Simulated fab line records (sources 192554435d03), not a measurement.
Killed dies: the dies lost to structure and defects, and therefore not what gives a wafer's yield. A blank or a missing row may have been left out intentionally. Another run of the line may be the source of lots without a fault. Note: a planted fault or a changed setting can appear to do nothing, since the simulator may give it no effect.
3 desks looking at one fault / flow n5Finfet / what lay behind the numbers comes last; until then each desk has only its own

== THE DEFECT DESK ==
What the inspections along the route counted, lot by lot: means of the sampled wafers that have a number. Marked OUT: a lot whose mean sits more than 4 standard deviations from the usual mean, which makes it out of limits; the brackets give that distance.
Columns: A = rawDefectCount at N5_BEOL_M5_INSPECT_13, usual 408
lot=L149; first seen here=day 8 20:25; A=431
lot=L152; first seen here=day 9 10:44; A=386
lot=L156; first seen here=day 10 21:04; A=328
lot=L162; first seen here=day 12 15:31; A=444
lot=L168; first seen here=day 14 20:08; A=481
Finding of this desk: none of the 5 lots has anything out of limits.

== AT THE METROLOGY DESK ==
What the gauges read for every lot (on any tool): the sampled wafers with a number, averaged. Marked OUT: a lot whose mean sits more than 4 standard deviations from the usual mean, which makes it out of limits; the brackets give that distance.
Columns: A = cdNm at N5_BEOL_M5_CD_MEAS_11, usual 27.99 nm; B = M5_OVL at N5_BEOL_M5_OVL_MEAS_12, usual -0.1 nm
lot=L149; first seen here=day 8 20:20; A=27.90; B=-0.6
lot=L152; first seen here=day 9 10:38; A=27.96; B=-0.0
lot=L156; first seen here=day 10 20:58; A=27.93; B=0.8
lot=L162; first seen here=day 12 15:26; A=27.93; B=0.6
lot=L168; first seen here=day 14 20:04; A=27.96; B=-1.1
Finding of this desk: none of the 5 lots has anything out of limits.

== TOOL OWNER'S DESK, rieDiel-04 ==
The tool's own readings at N5_BEOL_M5_DESCUM_16 (chemistry O2, time 7 s): means of the sampled wafers that have a number, for each lot that ran on this tool. Marked OUT: a lot whose mean sits more than 4 standard deviations from the usual mean, which makes it out of limits; the brackets give that distance.
Columns: A = drypumpMotorCurrentA at N5_BEOL_M5_DESCUM_16, usual 5.5 A; B = oesProductAu at N5_BEOL_M5_DESCUM_16, usual 0.78 a.u.; C = rfVppV at N5_BEOL_M5_DESCUM_16, usual 243.3 V; D = showerheadPlenumPTorr at N5_BEOL_M5_DESCUM_16, usual 2.12 Torr; E = throttleValvePct at N5_BEOL_M5_DESCUM_16, usual 20.53 %
lot=L152; first seen here=day 9 11:31; A=5.3; B=0.79; C=244.3; D=2.17; E=20.43
lot=L156; first seen here=day 10 21:05; A=5.1; B=0.78; C=243.5; D=2.17; E=20.50
Finding of this desk: none of the 2 lots has anything out of limits.

== PUT TOGETHER ==
Nothing the defect desk looked at was out of limits.
From the metrology desk's view, nothing was out of limits.
Nothing out of limits was seen by the tool owner's desk.

== WHAT HAD BEEN PUT IN BY THE SIMULATOR ==
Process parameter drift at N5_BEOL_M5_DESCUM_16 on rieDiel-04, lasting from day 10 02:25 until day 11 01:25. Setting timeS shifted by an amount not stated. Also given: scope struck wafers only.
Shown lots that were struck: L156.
